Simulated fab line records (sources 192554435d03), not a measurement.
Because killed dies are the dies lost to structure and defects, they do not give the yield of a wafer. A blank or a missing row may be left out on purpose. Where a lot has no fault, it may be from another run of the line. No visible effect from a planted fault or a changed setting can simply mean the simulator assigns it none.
Split-lot study || flow n5-finfet || on a route of 1938 steps: 7 lots, 21 wafers read

== ABOUT THE SPLIT ==
At N5_MOL_CONTACT_COAG_COAT_64 (time 60 s, resist thk 10 nm), the setting spin-rpm was moved away from the recipe's 1500 rpm on 8 of the 21 wafers read, by -10.7% to +7.5%. The other wafers ran this setting at the recipe's value.

== FROM THE SPLIT TO THE READING: what the file shows between them, 6 steps ==
- N5_MOL_CONTACT_COAG_COAT_34: resist thk 40 nm
- N5_MOL_CONTACT_COAG_EBR_36
- N5_MOL_CONTACT_COAG_DESCUM_45: chemistry O2, time 7 s
- N5_MOL_CONTACT_COAG_ETCH_65: etches underlayer in N2/H2, target depth 13 nm, time 10.4 s
- N5_MOL_CONTACT_COAG_ETCH_66: etches SiARC in CF4, target depth 13 nm, time 21.7 s
- N5_MOL_CONTACT_COAG_ALD_133: deposits SiO2, target thk 5 nm, pulse time 1 s, co reactant pulse time 1 s

== THE READING ==
CAR-EUV_of_MOL_CONTACT_COAG_COAT_34.thk-nm (the simulator's own value, which no gauge read), in nm, at N5_MOL_CONTACT_COAG_ETCHBACK_134 (etches SiO2 in CHF3, target depth 10 nm, time 6.7 s). The file gives no usual value for it. Across the 13 wafers here that went through the recipe, the average is 15.5 nm and the standard deviation 0.13 nm.

{"wafer": "L076.1", "tool, chamber at the split": "litho-track-05, 0", "spin-rpm as run, rpm": 1425, "against the recipe": "-5.0%", "CAR-EUV_of_MOL_CONTACT_COAG_COAT_34.thk-nm, nm": 15.2, "against lot-mates on the recipe": -0.4}
{"wafer": "L076.4", "tool, chamber at the split": "litho-track-05, 0", "spin-rpm as run, rpm": 1500, "against the recipe": "recipe", "CAR-EUV_of_MOL_CONTACT_COAG_COAT_34.thk-nm, nm": 15.6, "against lot-mates on the recipe": "-"}
{"wafer": "L076.6", "tool, chamber at the split": "litho-track-05, 0", "spin-rpm as run, rpm": 1425, "against the recipe": "-5.0%", "CAR-EUV_of_MOL_CONTACT_COAG_COAT_34.thk-nm, nm": 15.4, "against lot-mates on the recipe": -0.2}
{"wafer": "L081.1", "tool, chamber at the split": "litho-track-05, 0", "spin-rpm as run, rpm": 1500, "against the recipe": "recipe", "CAR-EUV_of_MOL_CONTACT_COAG_COAT_34.thk-nm, nm": 15.6, "against lot-mates on the recipe": "-"}
{"wafer": "L081.2", "tool, chamber at the split": "litho-track-05, 0", "spin-rpm as run, rpm": 1500, "against the recipe": "recipe", "CAR-EUV_of_MOL_CONTACT_COAG_COAT_34.thk-nm, nm": 15.6, "against lot-mates on the recipe": "-"}
{"wafer": "L081.3", "tool, chamber at the split": "litho-track-05, 0", "spin-rpm as run, rpm": 1351, "against the recipe": "-9.9%", "CAR-EUV_of_MOL_CONTACT_COAG_COAT_34.thk-nm, nm": 15, "against lot-mates on the recipe": -0.6}
{"wafer": "L083.1", "tool, chamber at the split": "litho-track-01, 0", "spin-rpm as run, rpm": 1613, "against the recipe": "+7.5%", "CAR-EUV_of_MOL_CONTACT_COAG_COAT_34.thk-nm, nm": 16.2, "against lot-mates on the recipe": "+0.7"}
{"wafer": "L083.4", "tool, chamber at the split": "litho-track-01, 0", "spin-rpm as run, rpm": 1500, "against the recipe": "recipe", "CAR-EUV_of_MOL_CONTACT_COAG_COAT_34.thk-nm, nm": 15.4, "against lot-mates on the recipe": "-"}
{"wafer": "L083.5", "tool, chamber at the split": "litho-track-01, 0", "spin-rpm as run, rpm": 1500, "against the recipe": "recipe", "CAR-EUV_of_MOL_CONTACT_COAG_COAT_34.thk-nm, nm": 15.6, "against lot-mates on the recipe": "-"}
{"wafer": "L088.1", "tool, chamber at the split": "litho-track-01, 0", "spin-rpm as run, rpm": 1500, "against the recipe": "recipe", "CAR-EUV_of_MOL_CONTACT_COAG_COAT_34.thk-nm, nm": 15.2, "against lot-mates on the recipe": "-"}
{"wafer": "L088.2", "tool, chamber at the split": "litho-track-01, 0", "spin-rpm as run, rpm": 1500, "against the recipe": "recipe", "CAR-EUV_of_MOL_CONTACT_COAG_COAT_34.thk-nm, nm": 15.4, "against lot-mates on the recipe": "-"}
{"wafer": "L088.3", "tool, chamber at the split": "litho-track-01, 0", "spin-rpm as run, rpm": 1428, "against the recipe": "-4.8%", "CAR-EUV_of_MOL_CONTACT_COAG_COAT_34.thk-nm, nm": 15.2, "against lot-mates on the recipe": -0.1}
{"wafer": "L089.3", "tool, chamber at the split": "litho-track-01, 0", "spin-rpm as run, rpm": 1340, "against the recipe": "-10.7%", "CAR-EUV_of_MOL_CONTACT_COAG_COAT_34.thk-nm, nm": 14.6, "against lot-mates on the recipe": -0.8}
{"wafer": "L089.4", "tool, chamber at the split": "litho-track-01, 0", "spin-rpm as run, rpm": 1500, "against the recipe": "recipe", "CAR-EUV_of_MOL_CONTACT_COAG_COAT_34.thk-nm, nm": 15.4, "against lot-mates on the recipe": "-"}
{"wafer": "L089.6", "tool, chamber at the split": "litho-track-01, 0", "spin-rpm as run, rpm": 1500, "against the recipe": "recipe", "CAR-EUV_of_MOL_CONTACT_COAG_COAT_34.thk-nm, nm": 15.4, "against lot-mates on the recipe": "-"}
{"wafer": "L096.1", "tool, chamber at the split": "litho-track-01, 0", "spin-rpm as run, rpm": 1500, "against the recipe": "recipe", "CAR-EUV_of_MOL_CONTACT_COAG_COAT_34.thk-nm, nm": 15.6, "against lot-mates on the recipe": "-"}
{"wafer": "L096.6", "tool, chamber at the split": "litho-track-01, 0", "spin-rpm as run, rpm": 1500, "against the recipe": "recipe", "CAR-EUV_of_MOL_CONTACT_COAG_COAT_34.thk-nm, nm": 15.6, "against lot-mates on the recipe": "-"}
{"wafer": "L096.4", "tool, chamber at the split": "litho-track-01, 0", "spin-rpm as run, rpm": 1500, "against the recipe": "recipe", "CAR-EUV_of_MOL_CONTACT_COAG_COAT_34.thk-nm, nm": 15.4, "against lot-mates on the recipe": "-"}
{"wafer": "L097.3", "tool, chamber at the split": "litho-track-05, 0", "spin-rpm as run, rpm": 1550, "against the recipe": "+3.3%", "CAR-EUV_of_MOL_CONTACT_COAG_COAT_34.thk-nm, nm": 15.6, "against lot-mates on the recipe": "+0.0"}
{"wafer": "L097.4", "tool, chamber at the split": "litho-track-05, 0", "spin-rpm as run, rpm": 1550, "against the recipe": "+3.3%", "CAR-EUV_of_MOL_CONTACT_COAG_COAT_34.thk-nm, nm": 15.8, "against lot-mates on the recipe": "+0.2"}
{"wafer": "L097.6", "tool, chamber at the split": "litho-track-05, 0", "spin-rpm as run, rpm": 1500, "against the recipe": "recipe", "CAR-EUV_of_MOL_CONTACT_COAG_COAT_34.thk-nm, nm": 15.6, "against lot-mates on the recipe": "-"}

THE FIT
A straight line over all 21 wafers: CAR-EUV_of_MOL_CONTACT_COAG_COAT_34.thk-nm changes by +0.0685 nm for each +1% of spin-rpm; r = +0.90; the points scatter about the line by 0.14 nm.
The same after taking each lot's own level away (the mean of its wafers on the recipe; 21 wafers): +0.0662 nm for each +1%; r = +0.93; scatter 0.11 nm.
That fit puts the effect of the largest move of spin-rpm on the reading at 0.71 nm.
Across the lots, their own levels run from 15.30 to 15.60 nm, a range of 2.4 times the standard deviation given above.
The two slopes agree, so the slope changes little with the lot-to-lot level.
Check: with one of the wafers moved furthest among these (-10.7%) left out of the fit, the line predicts -0.647 nm for it against its lot-mates. Against them it came out at -0.8 nm.

== THE WHOLE CHAIN: every reading that the file lists as answering this split, in the file's order ==
{"step": "N5_MOL_CONTACT_COAG_COAT_64", "what it does": "time 60 s, resist thk 10 nm", "reading": "underlayer_of_MOL_CONTACT_COAG_COAT_64.thk-nm (the simulator's own value, which no gauge read)", "change (the file's fit)": "-0.0579 nm for each +1% of the setting", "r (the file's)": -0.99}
{"step": "N5_MOL_CONTACT_COAG_ETCH_65", "what it does": "etches underlayer in N2/H2, target depth 13 nm, time 10.4 s", "reading": "etch.depth-nm (the simulator's own value, which no gauge read)", "change (the file's fit)": "-0.0521 nm for each +1% of the setting", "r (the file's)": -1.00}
{"step": "N5_MOL_CONTACT_COAG_ETCH_65", "what it does": "etches underlayer in N2/H2, target depth 13 nm, time 10.4 s", "reading": "CAR-EUV_of_MOL_CONTACT_COAG_COAT_34.thk-nm (the simulator's own value, which no gauge read)", "change (the file's fit)": "+0.0606 nm for each +1% of the setting", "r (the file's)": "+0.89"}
{"step": "N5_MOL_CONTACT_COAG_ETCH_66", "what it does": "etches SiARC in CF4, target depth 13 nm, time 21.7 s", "reading": "CAR-EUV_of_MOL_CONTACT_COAG_COAT_34.thk-nm (the simulator's own value, which no gauge read)", "change (the file's fit)": "+0.0664 nm for each +1% of the setting", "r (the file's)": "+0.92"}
{"step": "N5_MOL_CONTACT_COAG_ETCHBACK_134", "what it does": "etches SiO2 in CHF3, target depth 10 nm, time 6.7 s", "reading": "CAR-EUV_of_MOL_CONTACT_COAG_COAT_34.thk-nm (the simulator's own value, which no gauge read)", "change (the file's fit)": "+0.0672 nm for each +1% of the setting", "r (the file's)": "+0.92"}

== THE FILE'S OWN FIT ==
CAR-EUV_of_MOL_CONTACT_COAG_COAT_34.thk-nm changes by +0.0672 nm for each +1% of spin-rpm, r = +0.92.
